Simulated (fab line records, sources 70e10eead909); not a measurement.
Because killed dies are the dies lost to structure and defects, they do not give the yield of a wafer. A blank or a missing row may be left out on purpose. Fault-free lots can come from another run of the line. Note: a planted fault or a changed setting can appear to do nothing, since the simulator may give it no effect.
A struck lot beside a sound one + flow nand harc + 14 steps out of a route of 1302
Sound: wafers L212.3, L212.5, L212.6. Struck: wafer L221.6. (L221.1, L221.3 of the same lot were not struck and are left out.) The cause comes at the end.
Each step with rows lists, per side, the tool, then ch with its chambers, then its first start. Under that, the readings that differ: sound wafers + struck wafers + difference of the means + sigmas: that difference in standard deviations of wafers without a fault.
alike: a reading whose means differ by less than 2 such deviations, as well as words and numbers matching on both sides. not compared: withheld readings; readings where some wafer has no value; bounds like >300 that might hide an equal value; numbers whose values overlap and for which the record gives no deviation.
A row with sigmas, a row that says differs or no value, or rows on one side alone: a step with any of these is where the two part. Numbers that have no deviation but don't overlap get no sigmas and don't part them. Lack of a reading on every wafer of one side parts them only where that side has two or more wafers.

NHARC_A_STAIRCASE_DESCUM_270: chemistry O2, time 3 s.
  sound on rie diel-13 ch 1,2, day 17 16:22; struck on rie diel-13 ch 0, day 21 02:56
  alike: drypump motor current A, mfc ar sccm, oes product au, rf vpp V, showerhead plenum p Torr, throttle valve pct
  not compared: rf hours counter h
NHARC_A_STAIRCASE_ETCH_271: etches the open film in CF4/CHF3.
  sound on rie diel-13 ch 0,1,3, day 17 16:31; struck on rie diel-13 ch 0, day 21 03:00
  alike: drypump motor current A, mfc ar sccm, oes product au, rf vpp V, showerhead plenum p Torr, throttle valve pct
  not compared: rf hours counter h
then, 2 steps without rows for these wafers: NHARC_A_STAIRCASE_HM_OPEN_457 (chemistry O2/COS); NHARC_A_STAIRCASE_STRIP_458 (strips in O2/COS).
NHARC_A_STAIRCASE_ETCH_451: etches the open film in CF4/O2, target depth 30 nm, overetch 3 nm, time 16.5 s.
  sound: rie diel-13 ch 1,2,3; struck: rie diel-13 ch 3
  alike: drypump motor current A, mfc ar sccm, oes_ar_750_au, oes product au, rf vpp V, showerhead plenum p Torr, throttle valve pct
  not compared: rf hours counter h
then, 1 step without rows for these wafers: NHARC_A_STAIRCASE_ETCH_273 (etches the open film in C4F8/O2/Ar, target depth 10200 nm, time 2468.6 s).
NHARC_A_STAIRCASE_STRIP_274: strips in O2.
  sound: rie diel-13 ch 0,1,3; struck: rie diel-13 ch 2
  alike: drypump motor current A, mfc ar sccm, oes product au, rf vpp V, showerhead plenum p Torr, throttle valve pct
  not compared: rf hours counter h
then, 3 steps without rows for these wafers: NHARC_A_STAIRCASE_STRIP_275 (strips in SPM, time 900 s); NHARC_A_STAIRCASE_PRECLEAN_276 (cleans in SC1); NHARC_A_STAIRCASE_SRD_277.
NHARC_A_STAIRCASE_HM_DEP_459: deposits aC, target thk 1500 nm.
  sound on acl dep-02 ch 0, day 17 20:07; struck on acl dep-02 ch 0, day 21 07:59
  alike: throttle valve pct
  not compared: susceptor temp C
NHARC_A_STAIRCASE_DEP_280: deposits SiON, target thk 30 nm.
  sound on pecvd-04 ch 0,1, day 17 21:22; struck on pecvd-01 ch 0, day 21 09:50
| reading              | sound             | struck | difference | sigmas      |
|----------------------|-------------------|--------|------------|-------------|
| rf fwd power W (W)   | 350.0 350.9 349.8 | 207.9  | -142.3     | -99 or more |
| showerhead vpp V (V) | 1158 1170 1171    | 890    | -276       | -9          |
  alike: heater power w, susceptor temp C
  not compared: since wet clean h
then, 1 step without rows for these wafers: NHARC_A_STAIRCASE_DEHYDRATE_281 (time 120 s).
NHARC_END_SORT_01:
  the record has rows for the sound wafers here (prober-02 ch 0, day 25 15:23) and none for the struck ones

== WHERE THEY PART ==
Earliest at NHARC_A_STAIRCASE_DEP_280; latest, in this record, at NHARC_END_SORT_01.

WHY: whatever the simulator had introduced
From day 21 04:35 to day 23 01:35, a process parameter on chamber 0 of pecvd-01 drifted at NHARC_A_STAIRCASE_DEP_280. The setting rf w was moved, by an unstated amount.
